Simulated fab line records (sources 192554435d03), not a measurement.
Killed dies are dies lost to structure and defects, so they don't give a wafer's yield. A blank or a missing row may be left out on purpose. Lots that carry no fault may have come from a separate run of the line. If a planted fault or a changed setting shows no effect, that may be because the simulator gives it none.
fab line records    flow n5_finfet
record lots=5  wafers=13  last_day=18
route steps=1938 shown BEOL_M4@1099 BEOL_M5@1112 MIM_TOP_ETCH@1853 PASSIVATION@1936
lots that met no fault: taken from a fault-free run of the same line
start_h: hours from the record's opening day to when the first of the lot's shown wafers began    wait_h: hours elapsed since this lot's preceding step    " identical to the entry in the row above    L1.1+2: a single row standing in for several wafers    - value missing, or start not given    * or withheld: withheld    < > ~ a bound
route shown NAME@n: NAME is a module with steps in the file, n the number in the route of the first one    usual: the fault-free wafers' mean and standard deviation    same: alike in all rows    chamber/n: place in a boat    sites: the reading at each site    _std_site: their standard deviation    _edge_site: the outer-site mean with the inner-site mean subtracted    radius_mm: how far each site lies from the wafer's centre    mask NAME#n: copy n    behind: the tool/chamber that last shaped the wafer    hold: cause of the lot's hold/its duration in hours/its outcome    device: names the non-switching transistor (n, p or np)    end of line: tests run on the same wafers once the route is complete    for a step that has no rows: nothing shown but its recipe    killed: dies lost to structure and defects at the first sort, not the wafer's yield    map: per-die view of a wafer (x killed, . not killed, _ where there is no die)
set.NAME: the run value of the setting; set.NAME@STEP: its run value at that earlier step    model.NAME: the simulator's own value behind a step, which no gauge read
lots at selected steps of the route; one table per step, one row per wafer
services: from which hour (start_h, from the record's first day; less than 0 if before it) a tool's chamber was out of use, for how many hours, and why
## steps
# step N5_BEOL_M4_ANNEAL_95
# recipe temp_c=400  time_s=240  ambient=vacuum
# step N5_BEOL_M4_SPUTTER_96
# recipe material=Cu  target_thk_a=45  temp_c=-20  chamber_pressure_pa=0.07  power_w=withheld  time_s=8.29
# step N5_BEOL_M4_ECD_50
# recipe material=Cu  target_thk_a=3000
# step N5_BEOL_M4_ANNEAL_51
# recipe temp_c=225  time_s=90  ambient=N2
# step N5_BEOL_M4_CMP_52
# recipe stop_on=SiOC  t_overpolish_s=6.8  down_force_psi=1  platen_rpm=50  clearing_platen_down_force_psi=1.5  clearing_platen_rpm=50  post_cmp_clean=cu_alkaline  target_thk_nm=40  clearing_platen_pad_velocity_m_s=0.99484  pad_velocity_m_s=0.99484
# step N5_BEOL_M4_PRE_CLEAN_60
# recipe gas=NH3/H2  time_s=15  temp_c=*  rf_power_w=300
# step N5_BEOL_M4_CO_CAP_55
# recipe material=Co  target_thk_a=20  temp_c=200  precursor=CCTBA/H2  pressure_torr=30  time_s=102.1
# step N5_BEOL_M4_PRE_CLEAN_56
# recipe gas=NH3  time_s=15  temp_c=withheld  rf_power_w=300
# step N5_BEOL_M4_DEP_57
# recipe material=SiCN  target_thk_a=80  temp_c=withheld  precursor=3MS/NH3  pressure_torr=3  rf_w=202  time_s=14
# step N5_BEOL_M4_RC_MEAS_101
# usual DIBL_N=36.4/1.6  DIBL_P=36.2/1.8  IOFF_N=0.159/0.029  IOFF_P=0.21/0.034  ION_N=670/12  ION_P=459/8.2  SS_N=71.5/0.59  SS_P=73.2/0.54  VT_N=250/3.3  VT_P=-250/3.7
lot.wafer  tool       chamber  start_h  wait_h  DIBL_N[mV/V]  DIBL_P[mV/V]  IOFF_N[nA/um]  IOFF_P[nA/um]  ION_N[uA/um]  ION_P[uA/um]  SS_N[mV/dec]  SS_P[mV/dec]  VT_N[mV]  VT_P[mV]
L225.1     prober-02  0        208.98   0.0     39.1          38.0          0.234          0.29           694           471           72.2          73.9          244       -245
L225.3     "          0        "        "       38.6          36.9          0.235          0.27           696           471           71.9          73.0          241       -244
L231.1     prober-01  0        224.96   0.0     35.6          33.0          0.129          0.18           671           460           71.4          72.4          252       -250
L231.2     "          0        "        "       38.1          36.9          0.188          0.24           691           471           72.2          74.2          246       -248
L230.2     prober-01  0        256.75   0.2     36.7          37.9          0.171          0.21           669           454           72.5          73.3          248       -252
L230.5     "          0        "        "       34.8          35.3          0.136          0.16           661           447           71.7          72.5          253       -255
L230.6     "          0        "        "       36.0          37.3          0.160          0.19           670           452           71.4          72.8          249       -256
L236.2     prober-02  0        258.55   0.2     37.3          36.2          0.170          0.20           668           459           71.8          73.3          249       -250
L236.3     "          0        "        "       34.6          33.0          0.116          0.16           657           451           71.1          72.5          257       -251
L236.4     "          0        "        "       39.6          39.0          0.220          0.24           690           466           71.7          73.3          247       -251
L244.3     prober-01  0        331.79   0.3     34.9          35.3          0.130          0.18           656           453           71.8          72.8          256       -250
L244.5     "          0        "        "       33.8          34.8          0.121          0.18           656           459           71.1          72.6          255       -251
L244.6     "          0        "        "       35.0          36.9          0.147          0.23           662           462           70.9          73.1          250       -249
# step N5_BEOL_M5_ILD_DEP_00
# recipe material=SiCOH_lowk  target_thk_a=1406.4  temp_c=300  precursor=DEMS/porogen  pressure_torr=5  rf_w=500  time_s=25.9
# step N5_BEOL_M5_CURE_79
# recipe temp_c=385  time_s=240  ambient=He/Ar  material=SiCOH_lowk
# step N5_BEOL_M5_PECVD_70
# recipe material=SiO2  target_thk_a=160  temp_c=400  precursor=TEOS/O2  pressure_torr=5.5  rf_w=450  teos_flow_sccm=53.8  gas=O2  flow_sccm=3000  time_s=18
# step N5_BEOL_M5_HM_DEP_02
# recipe material=TiN  target_thk_a=200  temp_c=25  chamber_pressure_pa=0.49996
# step N5_BEOL_M5_COAT_59
# recipe resist=SOC  temp_c=250  time_s=60  spin_rpm=1500  resist_thk_nm=60
# step N5_BEOL_M5_COAT_60
# recipe resist=SiARC  temp_c=220  time_s=60  spin_rpm=1500  resist_thk_nm=12
# step N5_BEOL_M5_COAT_71
# recipe resist=underlayer  temp_c=205  time_s=60  spin_rpm=1500  resist_thk_nm=5
# step N5_BEOL_M5_COAT_05
# recipe resist=CAR-EUV  spin_rpm=1500  resist_thk_nm=30
# step N5_BEOL_M5_EBR_07
# recipe solvent=PGMEA  ebr_width_mm=1.5
# step N5_BEOL_M5_SOFTBAKE_06
# recipe temp_c=110  time_s=60  resist=CAR-EUV
# step N5_BEOL_M5_EXPOSE_08
# recipe mask_id=M5  na=0.33  source_shape=annular  sigma_inner=0.4  sigma_outer=0.8  polarization=unpolarized  target_cd_nm=28  dose_mj=35.75
# step N5_BEOL_M5_PEB_09
# recipe peb_temp_c=100  peb_time_s=60  resist=CAR-EUV
# step N5_BEOL_M5_DEVELOP_10
# recipe develop_time_s=30  developer=TMAH  resist=CAR-EUV  rinse_liquid=surfactant_rinse  dry=air_spin  dev_temp_c=23
# step N5_BEOL_M5_DESCUM_16
# recipe chemistry=O2  time_s=7  source_power_w=50  bias_power_w=20  pressure_mtorr=20  rf_frequency_hz=2.712e+07  temp_c=40  resist=CAR-EUV  o2_flow_sccm=225
# step N5_BEOL_M5_ETCH_72
# recipe chemistry=N2/H2  target=underlayer  target_depth_a=65  mask_material=CAR-EUV  time_s=5.2  ion_energy_ev=200  pressure_mtorr=30  source_w=840  bias_w=150  n2_flow_sccm=200  h2_flow_sccm=200  ends=cleared
# step N5_BEOL_M5_ETCH_61
# recipe chemistry=CF4  target=SiARC  target_depth_a=156  mask_material=CAR-EUV  time_s=26  ion_energy_ev=80  pressure_mtorr=40  source_w=545  bias_w=36  Ar_flow_sccm=100  cf4_flow_sccm=100  ends=cleared
# step N5_BEOL_M5_ETCH_62
# recipe chemistry=N2/H2  target=SOC  target_depth_a=750  overetch_a=150  mask_material=SiARC  temp_c=40  time_s=112.5  ion_energy_ev=200  pressure_mtorr=30  source_w=840  bias_w=150  n2_flow_sccm=200  h2_flow_sccm=200
# step N5_BEOL_M5_STRIP_63
# recipe chemistry=N2/H2  temp_c=40  n2_flow_sccm=200  h2_flow_sccm=200  rf_frequency_hz=6e+07
# step N5_BEOL_M5_STRIP_73
# recipe chemistry=N2/H2  temp_c=40  n2_flow_sccm=200  h2_flow_sccm=200  rf_frequency_hz=6e+07
# step N5_BEOL_M5_STRIP_64
# recipe chemistry=CF4  resist=SiARC  power_w=300  bias_power_w=75  pressure_mtorr=50  cf4_flow_sccm=150  rf_frequency_hz=6e+07
# step N5_BEOL_M5_HM_OPEN_17
# recipe chemistry=Cl2/BCl3  target_depth_a=200  overetch_a=60  target=TiN  mask_material=SOC  ion_energy_ev=150  pressure_mtorr=10  icp_w=1000  bias_w=126  Cl2_flow_sccm=53.25  bcl3_flow_sccm=21.75  Ar_flow_sccm=25
# step N5_BEOL_M5_STRIP_19
# recipe chemistry=O2  power_w=400  temp_c=40  pressure_mtorr=30  rf_frequency_hz=6e+07  bias_power_w=0  overash_fraction=0.2  o2_flow_sccm=225
# step N5_BEOL_M5_COAT_65
# recipe resist=SOC  temp_c=250  time_s=60  spin_rpm=1500  resist_thk_nm=60
# step N5_BEOL_M5_COAT_66
# recipe resist=SiARC  temp_c=220  time_s=60  spin_rpm=1500  resist_thk_nm=12
# step N5_MIM_TOP_ETCH_PECVD_03
# recipe material=SiNx  target_thk_a=200  temp_c=400  precursor=SiH4/NH3/N2  pressure_torr=1.5  rf_w=300  time_s=17.6
# usual heater_power_w=801/95  showerhead_plenum_p_Torr=5.15/0.08  susceptor_temp_C=400.01/0.22  throttle_valve_pct=40.4/1.8
lot.wafer  tool      chamber  start_h  wait_h  heater_power_w  showerhead_plenum_p_Torr  susceptor_temp_C  throttle_valve_pct  model.SiNx_of_MIM_TOP_ETCH_PECVD_03.thk_nm
L225.1     pecvd-02  1        306.26   -       706             5.15                      399.95            42.3                28.4
L225.3     "         0        "        "       877             5.22                      400.16            39.8                19.8
L231.1     pecvd-02  1        318.65   -       756             5.14                      399.88            42.4                28.2
L231.2     "         0        "        "       778             5.23                      399.78            40.3                28
L230.2     pecvd-02  2        347.70   -       687             5.16                      400.00            37.9                28
L230.5     "         0        "        "       847             5.22                      399.76            40.2                19.8
L230.6     "         1        "        "       703             5.14                      399.95            42.3                20.4
L236.2     pecvd-03  0        351.37   -       980             5.23                      399.68            43.0                20
L236.3     "         1        "        "       935             5.00                      399.97            41.8                19.8
L236.4     "         1        "        "       931             4.99                      400.10            41.7                19.8
L244.3     pecvd-02  2        423.09   -       737             5.16                      399.77            38.6                20
L244.5     "         2        "        "       732             5.17                      399.70            38.2                20.4
L244.6     "         0        "        "       792             5.23                      399.84            40.4                20
# step N5_PASSIVATION_PROBE_49
# usual defect_limited_yield=91.1/1.5  killed_at_M0_to_M3=33/9.9  killed_at_M4_up=14/5.2  killed_at_contacts=12/6.7  killed_at_front_end=43/13  killed_at_other=3.4/2.7  killed_dies=105/17  killed_on_rim=14/4.2  killed_open=69/13  killed_short=33/7.5  sort_bin_5_function=5.2/0.91  sort_bin_6_memory=3.3/0.71  sort_n_pass=1075/17  sort_yield_pct=91.1/1.5
# same gross_dies=1180  killed_at_back_side=0  sort_bin_4_leakage[%]=0  sort_bin_8_speed[%]=0
lot.wafer  tool       chamber  start_h  wait_h  defect_limited_yield[%]  killed_at_M0_to_M3  killed_at_M4_up  killed_at_contacts  killed_at_front_end  killed_at_other  killed_dies  killed_on_rim  killed_open  killed_short  sort_bin_5_function[%]  sort_bin_6_memory[%]  sort_n_pass  sort_yield_pct[%]
L225.1     prober-02  -        317.85   0.0     0                        50                  12               15                  33                   1070             1180         152            76           35            5.8                     3.3                   0            0
L225.3     prober-02  -        317.95   0.1     92.5                     33                  11               5                   37                   2                88           10             60           27            4.2                     2.9                   1092         92.5
L231.1     prober-02  -        328.07   0.0     0                        31                  22               9                   48                   1070             1180         152            77           36            6.3                     3.1                   0            0
L231.2     prober-02  -        328.12   0.1     0                        42                  14               8                   47                   1069             1180         152            81           32            6.6                     2.5                   0            0
L230.2     prober-01  -        357.31   0.1     0                        26                  12               16                  48                   1078             1180         152            85           24            5.4                     3.7                   0            0
L236.4     prober-02  -        360.38   0.2     92.5                     31                  8                9                   31                   10               89           18             49           38            4.2                     3.1                   1091         92.5
L244.3     prober-01  -        432.45   0.1     91.6                     44                  12               5                   34                   4                99           11             58           40            4.7                     3.5                   1081         91.6
L244.5     prober-01  -        432.55   0.2     91.7                     35                  15               15                  28                   5                98           15             66           31            5.3                     2.8                   1082         91.7
L244.6     prober-01  -        432.60   0.3     91.1                     49                  9                5                   42                   0                105          14             69           35            5.4                     3.2                   1075         91.1
# killed by level:class
L225.1 MIM_TOP_ETCH:area_pecvd=1069 BEOL_M1:geometric_particle:open=20 MOL_CONTACT_COAG:geometric_particle:open=12 STI_FIN_REVEAL:geometric_particle:open=9 BEOL_M3:geometric_particle:open=9 BEOL_M0:geometric_particle:open=5 STI_FIN_REVEAL:geometric_particle:short=4 GATE_CUT:geometric_particle:short=4
L225.3 STI_FIN_REVEAL:geometric_particle:open=11 DUMMY_GATE:geometric_particle:open=8 BEOL_M1:geometric_particle:open=8 BEOL_M3:geometric_particle:open=6 BEOL_M0_SAQP:geometric_particle:open=5 STI_FIN_REVEAL:geometric_particle:short=4 MOL_CONTACT_COAG:geometric_particle:open=4 BEOL_M0_SAQP:geometric_particle:short=4
L231.1 MIM_TOP_ETCH:area_pecvd=1066 FIN_SAQP:geometric_particle:open=14 BEOL_M3:geometric_particle:open=11 BEOL_M4:geometric_particle:open=11 FIN_SAQP:geometric_particle:short=7 BEOL_M2:geometric_particle:open=6 MOL_CONTACT_COAG:geometric_particle:open=6 STARTING-WAFER:geometric_particle:open=6
L231.2 MIM_TOP_ETCH:area_pecvd=1067 FIN_SAQP:geometric_particle:open=14 BEOL_M0_SAQP:geometric_particle:open=12 BEOL_M3:geometric_particle:open=10 BEOL_M0_SAQP:geometric_particle:short=9 ILD0:geometric_particle:open=8 BEOL_M2:geometric_particle:open=8 FIN_SAQP:geometric_particle:short=7
L230.2 MIM_TOP_ETCH:area_pecvd=1071 FIN_SAQP:geometric_particle:open=16 MOL_CONTACT_COAG:geometric_particle:open=12 FIN_SAQP:geometric_particle:short=7 BEOL_M0_SAQP:geometric_particle:open=7 STI_FIN_REVEAL:geometric_particle:open=5 DUMMY_GATE:geometric_particle:open=5 ILD0:geometric_particle:open=5
L236.4 BEOL_M1:geometric_particle:open=9 FIN_SAQP:geometric_particle:short=8 BEOL_M2:geometric_particle:open=8 MOL_CONTACT_COAG:geometric_particle:open=7 BEOL_M0_SAQP:geometric_particle:short=7 STI_FIN_REVEAL:geometric_particle:open=5 FIN_SAQP:geometric_particle:open=4 GATE_CUT:geometric_particle:short=4
L244.3 BEOL_M0_SAQP:geometric_particle:short=10 FIN_SAQP:geometric_particle:short=9 BEOL_M0_SAQP:geometric_particle:open=7 BEOL_M1:geometric_particle:open=7 BEOL_M3:geometric_particle:open=5 STI_FIN_REVEAL:geometric_particle:open=5 BEOL_M1:geometric_particle:short=5 BEOL_M2:geometric_particle:open=5
L244.5 MOL_CONTACT_COAG:geometric_particle:open=10 BEOL_M0_SAQP:geometric_particle:open=7 BEOL_M3:geometric_particle:open=7 BEOL_M4:geometric_particle:open=7 STI_FIN_REVEAL:geometric_particle:open=5 MOL_CONTACT_COAG:geometric_particle:short=5 BEOL_M0_SAQP:geometric_particle:short=5 BEOL_M1:geometric_particle:short=5
L244.6 BEOL_M0_SAQP:geometric_particle:open=16 BEOL_M0_SAQP:geometric_particle:short=12 FIN_SAQP:geometric_particle:open=7 GATE_CUT:geometric_particle:short=6 BEOL_M3:geometric_particle:open=5 DUMMY_GATE:geometric_particle:open=5 BEOL_M2:geometric_particle:open=5 BEOL_M4:geometric_particle:open=5
# map L225.1 (x killed, . not)
_________________xxxxxxxxxxxx________________
______________xxxxxxxxxxxxxxxxxx_____________
___________xxxxxxxxxxxxxxxxxxxxxxxx__________
__________xxxxxxxxxxxxxxxxxxxxxxxxxx_________
________xxxxxxxxxxxxxxxxxxxxxxxxxxxxxx_______
_______xxxxxxxxxxxxxxxxxxxxxxxxxxxxxxxx______
______xxxxxxxxxxxxxxxxxxxxxxxxxxxxxxxxxx_____
_____xxxxxxxxxxxxxxxxxxxxxxxxxxxxxxxxxxxx____
____xxxxxxxxxxxxxxxxxxxxxxxxxxxxxxxxxxxxxx___
___xxxxxxxxxxxxxxxxxxxxxxxxxxxxxxxxxxxxxxxx__
___xxxxxxxxxxxxxxxxxxxxxxxxxxxxxxxxxxxxxxxx__
__xxxxxxxxxxxxxxxxxxxxxxxxxxxxxxxxxxxxxxxxxx_
__xxxxxxxxxxxxxxxxxxxxxxxxxxxxxxxxxxxxxxxxxx_
_xxxxxxxxxxxxxxxxxxxxxxxxxxxxxxxxxxxxxxxxxxxx
_xxxxxxxxxxxxxxxxxxxxxxxxxxxxxxxxxxxxxxxxxxxx
_xxxxxxxxxxxxxxxxxxxxxxxxxxxxxxxxxxxxxxxxxxxx
_xxxxxxxxxxxxxxxxxxxxxxxxxxxxxxxxxxxxxxxxxxxx
_xxxxxxxxxxxxxxxxxxxxxxxxxxxxxxxxxxxxxxxxxxxx
_xxxxxxxxxxxxxxxxxxxxxxxxxxxxxxxxxxxxxxxxxxxx
_xxxxxxxxxxxxxxxxxxxxxxxxxxxxxxxxxxxxxxxxxxxx
_xxxxxxxxxxxxxxxxxxxxxxxxxxxxxxxxxxxxxxxxxxxx
__xxxxxxxxxxxxxxxxxxxxxxxxxxxxxxxxxxxxxxxxxx_
__xxxxxxxxxxxxxxxxxxxxxxxxxxxxxxxxxxxxxxxxxx_
___xxxxxxxxxxxxxxxxxxxxxxxxxxxxxxxxxxxxxxxx__
___xxxxxxxxxxxxxxxxxxxxxxxxxxxxxxxxxxxxxxxx__
____xxxxxxxxxxxxxxxxxxxxxxxxxxxxxxxxxxxxxx___
_____xxxxxxxxxxxxxxxxxxxxxxxxxxxxxxxxxxxx____
______xxxxxxxxxxxxxxxxxxxxxxxxxxxxxxxxxx_____
_______xxxxxxxxxxxxxxxxxxxxxxxxxxxxxxxx______
________xxxxxxxxxxxxxxxxxxxxxxxxxxxxxx_______
__________xxxxxxxxxxxxxxxxxxxxxxxxxx_________
___________xxxxxxxxxxxxxxxxxxxxxxxx__________
______________xxxxxxxxxxxxxxxxxx_____________
_________________xxxxxxxxxxxx________________
# map L230.2 (x killed, . not)
_________________xxxxxxxxxxxx________________
______________xxxxxxxxxxxxxxxxxx_____________
___________xxxxxxxxxxxxxxxxxxxxxxxx__________
__________xxxxxxxxxxxxxxxxxxxxxxxxxx_________
________xxxxxxxxxxxxxxxxxxxxxxxxxxxxxx_______
_______xxxxxxxxxxxxxxxxxxxxxxxxxxxxxxxx______
______xxxxxxxxxxxxxxxxxxxxxxxxxxxxxxxxxx_____
_____xxxxxxxxxxxxxxxxxxxxxxxxxxxxxxxxxxxx____
____xxxxxxxxxxxxxxxxxxxxxxxxxxxxxxxxxxxxxx___
___xxxxxxxxxxxxxxxxxxxxxxxxxxxxxxxxxxxxxxxx__
___xxxxxxxxxxxxxxxxxxxxxxxxxxxxxxxxxxxxxxxx__
__xxxxxxxxxxxxxxxxxxxxxxxxxxxxxxxxxxxxxxxxxx_
__xxxxxxxxxxxxxxxxxxxxxxxxxxxxxxxxxxxxxxxxxx_
_xxxxxxxxxxxxxxxxxxxxxxxxxxxxxxxxxxxxxxxxxxxx
_xxxxxxxxxxxxxxxxxxxxxxxxxxxxxxxxxxxxxxxxxxxx
_xxxxxxxxxxxxxxxxxxxxxxxxxxxxxxxxxxxxxxxxxxxx
_xxxxxxxxxxxxxxxxxxxxxxxxxxxxxxxxxxxxxxxxxxxx
_xxxxxxxxxxxxxxxxxxxxxxxxxxxxxxxxxxxxxxxxxxxx
_xxxxxxxxxxxxxxxxxxxxxxxxxxxxxxxxxxxxxxxxxxxx
_xxxxxxxxxxxxxxxxxxxxxxxxxxxxxxxxxxxxxxxxxxxx
_xxxxxxxxxxxxxxxxxxxxxxxxxxxxxxxxxxxxxxxxxxxx
__xxxxxxxxxxxxxxxxxxxxxxxxxxxxxxxxxxxxxxxxxx_
__xxxxxxxxxxxxxxxxxxxxxxxxxxxxxxxxxxxxxxxxxx_
___xxxxxxxxxxxxxxxxxxxxxxxxxxxxxxxxxxxxxxxx__
___xxxxxxxxxxxxxxxxxxxxxxxxxxxxxxxxxxxxxxxx__
____xxxxxxxxxxxxxxxxxxxxxxxxxxxxxxxxxxxxxx___
_____xxxxxxxxxxxxxxxxxxxxxxxxxxxxxxxxxxxx____
______xxxxxxxxxxxxxxxxxxxxxxxxxxxxxxxxxx_____
_______xxxxxxxxxxxxxxxxxxxxxxxxxxxxxxxx______
________xxxxxxxxxxxxxxxxxxxxxxxxxxxxxx_______
__________xxxxxxxxxxxxxxxxxxxxxxxxxx_________
___________xxxxxxxxxxxxxxxxxxxxxxxx__________
______________xxxxxxxxxxxxxxxxxx_____________
_________________xxxxxxxxxxxx________________
## services
tool      chamber  start_h  hours  kind
pecvd-02  0        298.62   5.5    scheduled_down
pecvd-02  0        331.53   2.1    scheduled_down
pecvd-03  2        381.38   5.5    scheduled_down
pecvd-02  2        382.62   2.1    scheduled_down
pecvd-03  2        392.81   2.1    scheduled_down
pecvd-02  -        396.33   0.6    repair
## key
first_sign step=N5_PASSIVATION_PROBE_49  reading=killed_at_other  direction=up  sigmas=99+  usual=3.4  struck=1071.8
effect step=N5_PASSIVATION_PROBE_49  reading=sort_yield_pct  direction=down  sigmas=62  usual=91.1  struck=0
model_effect step=N5_MIM_TOP_ETCH_PECVD_03  value=SiNx_of_MIM_TOP_ETCH_PECVD_03.thk_nm  without=19.8  struck=28.15
more_kills_born_at N5_MIM_TOP_ETCH_PECVD_03@pecvd-02=4273
met_at N5_MIM_TOP_ETCH_PECVD_03
struck_wafers L225.1,L230.2,L231.1,L231.2
later_rows_left_out L225.1,L230.2,L231.1,L231.2
fault kind=process_parameter_drift  tool=pecvd-02  chamber=-  onset_h=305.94  steps=N5_MIM_TOP_ETCH_PECVD_03  channel=time_s  offset=*  shape=step  end_h=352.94  scope=struck_wafers_only  acts_in=*  stated=*
# later_rows_left_out: the simulator's readings of these wafers behind a module that went badly wrong aren't trusted and aren't shown, but for the sort
